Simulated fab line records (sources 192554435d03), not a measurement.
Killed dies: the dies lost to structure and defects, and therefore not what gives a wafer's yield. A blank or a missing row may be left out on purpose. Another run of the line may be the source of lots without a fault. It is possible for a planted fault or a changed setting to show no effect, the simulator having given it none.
Chamber matching ; flow n5_finfet ; 3 sister chambers for N5_BEOL_M3_CO_CAP_55 on cvd_co-02
The step material Co, precursor CCTBA/H2, target thk 2 nm, time 102.1 s. 39 wafers are shown with their chamber, then 12 later ones without.

## EACH WAFER AND ITS CHAMBER
wafer;chamber;heater_power_outer_w (W);heater_power_w (W);susceptor_temp_C (C)
L074.2;1;122;241;200.24
L074.3;2;134;235;200.26
L074.5;1;123;232;199.96
L075.3;1;122;238;199.96
L075.5;1;120;235;200.19
L075.6;2;131;237;200.10
L076.2;0;117;219;200.11
L076.4;1;124;236;200.30
L076.5;2;133;233;200.05
L079.3;0;116;211;199.99
L079.4;2;137;235;199.86
L079.6;0;117;218;199.76
L080.1;2;135;235;199.85
L080.3;1;124;236;200.03
L080.4;0;117;220;199.87
L082.1;1;122;238;200.04
L082.3;2;137;240;200.08
L082.4;2;134;238;200.20
L083.1;1;123;232;200.13
L083.3;2;131;241;199.88
L083.6;2;132;239;199.93
L084.1;2;135;237;199.88
L084.3;0;115;226;200.11
L084.4;0;115;220;200.28
L085.3;1;121;233;200.23
L085.4;0;117;227;199.85
L085.6;1;127;241;200.09
L087.3;1;126;236;200.11
L087.5;2;137;228;200.12
L087.6;0;118;223;199.78
L088.1;2;132;242;200.03
L088.3;0;117;219;199.90
L088.5;0;117;220;199.87
L089.3;1;123;233;200.33
L089.5;1;121;237;200.18
L089.6;0;118;221;199.62
L092.1;2;133;239;199.72
L092.2;0;119;223;199.71
L092.6;0;116;225;199.61

SIGNATURES (averages over the wafers above)
reading;chamber 0;chamber 1;chamber 2;scatter within a chamber
heater_power_outer_w;116.85;122.92;133.92;1.82
heater_power_w;220.92;236.00;236.85;3.66
susceptor_temp_C;199.8815;200.1377;199.9969;0.162
Rule: a wafer's distance from a chamber is the root of the sum, over the readings, of the square of ((its reading less the chamber's mean) divided by the reading's scatter). The wafer belongs to the nearest chamber; if the next one is less than 2 further off, it can't be placed. The scatter is the square root of a quotient: the sum, over the shown wafers, of each reading's squared deviation from its chamber's mean, divided by wafers minus chambers.

## WAFERS WITH NO CHAMBER GIVEN
wafer;heater_power_outer_w (W);heater_power_w (W);susceptor_temp_C (C)
L091.1;117;227;200.16
L091.2;125;240;200.44
L091.4;133;241;200.22
L094.1;135;240;200.30
L094.3;118;221;200.22
L094.4;116;220;200.09
L096.1;114;224;200.15
L096.5;121;236;199.94
L096.6;135;237;200.10
L097.2;126;238;200.31
L097.5;125;236;200.04
L097.6;134;243;199.81

## CHAMBER TAKEN BY EACH
wafer;from the rows above;in truth
L091.1;can't be placed: 0 or 1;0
L091.2;1;1
L091.4;2;2
L094.1;2;2
L094.3;0;0
L094.4;0;0
L096.1;0;0
L096.5;1;1
L096.6;2;2
L097.2;1;1
L097.5;1;1
L097.6;2;2
Correctly placed: 11 of 12. Not placeable from these rows: 1 (in 1, the candidates include the true chamber). Number placed wrongly: 0.
